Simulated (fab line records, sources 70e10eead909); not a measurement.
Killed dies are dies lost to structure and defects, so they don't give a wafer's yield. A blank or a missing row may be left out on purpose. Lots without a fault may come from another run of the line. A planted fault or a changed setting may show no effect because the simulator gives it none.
Chamber matching | flow nand_harc | NHARC_P_GATE_DESCUM_61 on rie_diel-11: 4 sister chambers
The step chemistry O2, time 3 s. 16 wafers are shown with their chamber, then 8 later ones without.

WAFERS WITH THEIR CHAMBER
wafer  | chamber | showerhead_plenum_p_Torr (Torr) | drypump_motor_current_A (A) | oes_product_au (a.u.)
L380.2 | 1       | 2.05                            | 5.6                         | 1.000
L380.3 | 0       | 2.03                            | 5.6                         | 1.001
L380.6 | 0       | 2.03                            | 5.6                         | 0.998
L382.2 | 0       | 2.03                            | 5.6                         | 1.002
L382.5 | 2       | 1.81                            | 5.8                         | 0.997
L382.6 | 3       | 1.95                            | 5.8                         | 0.997
L384.3 | 3       | 1.95                            | 5.7                         | 0.993
L384.4 | 0       | 2.03                            | 5.6                         | 0.996
L384.5 | 2       | 1.81                            | 5.8                         | 1.009
L386.1 | 1       | 2.05                            | 5.5                         | 0.989
L386.5 | 0       | 2.03                            | 5.6                         | 0.989
L386.6 | 3       | 1.95                            | 5.8                         | 0.988
L390.1 | 0       | 2.03                            | 5.6                         | 0.996
L390.5 | 3       | 1.95                            | 5.8                         | 0.997
L390.6 | 2       | 1.81                            | 5.7                         | 1.002
L400.1 | 1       | 2.04                            | 5.5                         | 1.003

SIGNATURES (means of the wafers above)
reading                  | chamber 0 | chamber 1 | chamber 2 | chamber 3 | scatter within a chamber
showerhead_plenum_p_Torr | 2.0300    | 2.0467    | 1.8100    | 1.9500    | 0.00236
drypump_motor_current_A  | 5.600     | 5.533     | 5.767     | 5.775     | 0.0417
oes_product_au           | 0.99700   | 0.99733   | 1.00267   | 0.99375   | 0.00535
Rule: a wafer's distance from a chamber is the root of the sum, over the readings, of the square of ((its reading less the chamber's mean) divided by the reading's scatter). The wafer belongs to the nearest chamber; if the next one is less than 2 further off, it can't be placed. The scatter: the root of (the sum of the squares of (reading less its chamber's mean) over the shown wafers, divided by (wafers less chambers)).

WAFERS WITHOUT THEIR CHAMBER
wafer  | showerhead_plenum_p_Torr (Torr) | drypump_motor_current_A (A) | oes_product_au (a.u.)
L400.3 | 1.95                            | 5.8                         | 1.003
L400.5 | 1.94                            | 5.8                         | 1.009
L401.3 | 1.94                            | 5.8                         | 1.001
L401.5 | 1.94                            | 5.8                         | 1.002
L401.6 | 1.81                            | 5.8                         | 1.014
L402.1 | 1.81                            | 5.8                         | 0.993
L402.2 | 1.94                            | 5.8                         | 0.996
L402.3 | 2.02                            | 5.6                         | 0.994

WHICH CHAMBER EACH WENT THROUGH
wafer  | from the rows above | in truth
L400.3 | 3                   | 3
L400.5 | 3                   | 3
L401.3 | 3                   | 3
L401.5 | 3                   | 3
L401.6 | 2                   | 2
L402.1 | 2                   | 2
L402.2 | 3                   | 3
L402.3 | 0                   | 0
Placed correctly: 8 of 8. Can't be placed from these rows: 0. Placed wrongly: 0.
